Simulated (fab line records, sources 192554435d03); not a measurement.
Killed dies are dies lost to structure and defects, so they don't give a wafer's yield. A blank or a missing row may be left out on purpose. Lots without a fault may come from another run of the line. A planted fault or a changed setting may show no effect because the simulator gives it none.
A struck lot beside a sound one | flow n5_finfet | 37 steps out of a route of 1938
Sound: wafers L915.1, L915.3, L915.5. Struck: wafers L917.2, L917.4, L917.5. The cause comes at the end.
At each step with rows: each side's tool, then ch and its chambers, then its first start. Under that, the readings that differ: sound wafers | struck wafers | difference of the means | sigmas: that difference in standard deviations of wafers without a fault.
alike: readings whose means differ by less than 2 such deviations, and words and numbers that are the same on both sides. not compared: withheld readings, readings that some wafer has no value for, bounds like >300 that may hide the same value, and numbers for which the record gives no deviation and whose values overlap.
The two part at a step that has a row with sigmas, a row that says differs or no value, or rows on one side only. Numbers that don't overlap but have no deviation are shown without sigmas and don't part them. A reading that every wafer of one side lacks parts them only if that side has two wafers or more.

first, 9 steps without rows for these wafers: N5_BEOL_M0_ANNEAL_135 (time 60 s); N5_BEOL_M0_SPUTTER_141 (material Cu, target thk 4 nm, time 7.37 s); N5_BEOL_M0_ECD_118 (material Cu, target thk 300 nm); N5_BEOL_M0_ANNEAL_119 (time 90 s); N5_BEOL_M0_CMP_120 (polishes, stops on SiOC, t overpolish 6.9 s); N5_BEOL_M0_PRE_CLEAN_131 (time 15 s); N5_BEOL_M0_CO_CAP_123 (material Co, precursor CCTBA/H2, target thk 2 nm, time 102.1 s); N5_BEOL_M0_PRE_CLEAN_124 (time 15 s); N5_BEOL_M0_DEP_125 (deposits SiCN from 3MS/NH3, target thk 8 nm, time 14 s).
N5_BEOL_M1_ILD_DEP_00: deposits SiOC from DEMS/O2, target thk 79 nm, time 15.3 s.
  sound on pecvd-03 ch 0,2, day 7 17:39; struck on pecvd-03 ch 0,1, day 8 09:23
  reading                                      | sound        | struck         | difference | sigmas
  model.SiOC_of_BEOL_M1_ILD_DEP_00.thk_nm (nm) | 78.2 79 79.6 | 75.2 76.6 76.4 | -2.9       |
  alike: heater_power_w, showerhead_plenum_p_Torr, showerhead_vpp_V, throttle_valve_pct
  not compared: since_wet_clean_h
N5_BEOL_M1_THK_MEAS_01:
  sound on film_metro-01, day 7 17:43; struck on film_metro-02, day 8 09:28
  reading         | sound          | struck         | difference | sigmas
  M1_ILD_THK (nm) | 78.2 79.1 79.7 | 75.3 76.5 76.4 | -2.9       | -3
then, 24 steps without rows for these wafers: N5_BEOL_M1_PECVD_72 (deposits SiO2 from TEOS/O2, target thk 16 nm, time 18 s); N5_BEOL_M1_HM_DEP_02 (deposits TiN, target thk 20 nm); N5_BEOL_M1_COAT_61 (time 60 s, resist thk 60 nm); N5_BEOL_M1_COAT_62 (time 60 s, resist thk 12 nm); N5_BEOL_M1_COAT_73 (time 60 s, resist thk 5 nm); N5_BEOL_M1_COAT_05 (resist thk 30 nm); N5_BEOL_M1_EBR_07; N5_BEOL_M1_SOFTBAKE_06 (time 60 s); N5_BEOL_M1_EXPOSE_08 (exposes mask M1); N5_BEOL_M1_PEB_09 (peb time 60 s); N5_BEOL_M1_DEVELOP_10 (develop time 30 s); N5_BEOL_M1_DESCUM_16 (chemistry O2, time 7 s); N5_BEOL_M1_ETCH_74 (etches underlayer in N2/H2, target depth 6.5 nm, time 5.2 s); N5_BEOL_M1_ETCH_63 (etches SiARC in CF4, target depth 15.6 nm, time 26 s); N5_BEOL_M1_ETCH_64 (etches SOC in N2/H2, target depth 75 nm, overetch 15 nm, time 112.5 s); N5_BEOL_M1_STRIP_65 (strips in N2/H2); N5_BEOL_M1_STRIP_75 (strips in N2/H2); N5_BEOL_M1_STRIP_66 (strips in CF4); N5_BEOL_M1_HM_OPEN_17 (chemistry Cl2/BCl3, target TiN, target depth 20 nm, overetch 6 nm); N5_BEOL_M1_STRIP_19 (strips in O2); N5_BEOL_M1_COAT_67 (time 60 s, resist thk 60 nm); N5_BEOL_M1_COAT_68 (time 60 s, resist thk 12 nm); N5_BEOL_M1_COAT_76 (time 60 s, resist thk 5 nm); N5_BEOL_M1_COAT_22 (resist thk 30 nm).
N5_BEOL_M1_CMP_52: polishes, stops on SiOC, t overpolish 6.8 s, target thk 40 nm.
  sound on cmp-01 ch 0,1, day 8 03:30; struck on cmp-02 ch 1,2,3, day 8 17:40
  reading                                      | sound        | struck         | difference | sigmas
  model.SiOC_of_BEOL_M1_ILD_DEP_00.thk_nm (nm) | 77.2 78 78.6 | 74.2 75.6 75.4 | -2.9       |
  alike: barrier_field_endpoint_s, edge_zone_pressure_frac, motor_current_A, overpolish_run_s, time_to_endpoint_s
  not compared: model.Cu_of_BEOL_M1_ECD_50.thk_nm
N5_BEOL_M4_RC_MEAS_101:
  sound on prober-01 ch 0, day 9 08:40; struck on prober-02 ch 0, day 10 03:48
  alike: DIBL_N, DIBL_P, IOFF_N, IOFF_P, ION_N, ION_P, SS_N, SS_P, VT_N, VT_P

WHERE THEY PART
Only at N5_BEOL_M1_THK_MEAS_01, within this record. Later steps at which nothing parts them and some readings are alike: N5_BEOL_M1_CMP_52, N5_BEOL_M4_RC_MEAS_101.

WHY: what the simulator had put in
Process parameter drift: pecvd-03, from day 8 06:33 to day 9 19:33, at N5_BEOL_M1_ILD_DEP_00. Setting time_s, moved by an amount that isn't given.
